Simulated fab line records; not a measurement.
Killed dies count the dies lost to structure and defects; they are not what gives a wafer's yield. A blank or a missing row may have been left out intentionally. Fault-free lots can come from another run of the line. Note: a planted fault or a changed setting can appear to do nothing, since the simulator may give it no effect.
Matching of chambers -- flow n5 finfet -- N5_BEOL_M8_DESCUM_33 on rie diel-02 has 4 sister chambers
The step chemistry O2, time 7 s. 18 wafers are shown with their chamber, then 9 later ones without.

## WAFERS WITH THEIR CHAMBER
wafer,chamber,drypump motor current A (A),throttle valve pct (%),showerhead plenum p Torr (Torr)
L075.1,3,6.1,20.93,1.98
L075.4,0,5.9,20.67,1.99
L075.5,0,5.9,20.67,1.99
L077.2,2,6.1,20.93,2.17
L077.5,1,5.0,20.39,1.99
L077.6,2,6.2,20.93,2.17
L079.2,1,5.0,20.39,1.98
L079.4,2,6.2,20.94,2.17
L079.5,0,5.9,20.68,1.98
L080.3,1,5.0,20.41,1.98
L080.5,2,6.2,20.95,2.17
L080.6,1,5.0,20.40,1.98
L081.1,3,6.1,20.96,1.97
L081.3,0,5.9,20.72,1.98
L081.5,2,6.1,20.95,2.16
L087.1,2,6.1,20.93,2.16
L087.3,1,5.0,20.40,1.98
L087.5,0,5.9,20.69,1.98

SIGNATURES (averages over the wafers above)
reading,chamber 0,chamber 1,chamber 2,chamber 3,scatter within a chamber
drypump motor current A,5.900,5.000,6.150,6.100,0.0327
throttle valve pct,20.6860,20.3980,20.9383,20.9450,0.0145
showerhead plenum p Torr,1.9840,1.9820,2.1667,1.9750,0.00523
Rule: for each reading, subtract the chamber's mean from the wafer's reading, divide by that reading's scatter and square the result; add these up over the readings and take the root, which gives the wafer's distance from the chamber. If the next closest chamber is less than 2 further off than the closest, the wafer can't be placed; otherwise it belongs to the closest. The scatter is the square root of a quotient: the sum, over the shown wafers, of each reading's squared deviation from its chamber's mean, divided by wafers minus chambers.

## WAFERS WHOSE CHAMBER IS MISSING
wafer,drypump motor current A (A),throttle valve pct (%),showerhead plenum p Torr (Torr)
L086.1,6.1,20.96,1.97
L086.2,6.1,20.96,2.16
L086.3,5.0,20.43,1.98
L090.3,6.1,20.98,2.16
L090.5,5.0,20.44,1.98
L090.6,6.2,20.98,2.16
L096.3,6.1,20.59,2.23
L096.4,5.9,20.31,2.24
L096.5,5.0,20.48,1.97

## EACH ONE'S CHAMBER
wafer,from the rows above,in truth
L086.1,3,3
L086.2,2,2
L086.3,1,1
L090.3,2,2
L090.5,1,1
L090.6,2,2
L096.3,2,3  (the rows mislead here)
L096.4,2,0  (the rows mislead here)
L096.5,1,1
7 of 9 placed correctly. Not placeable from these rows: 0. Placed wrongly: 2.
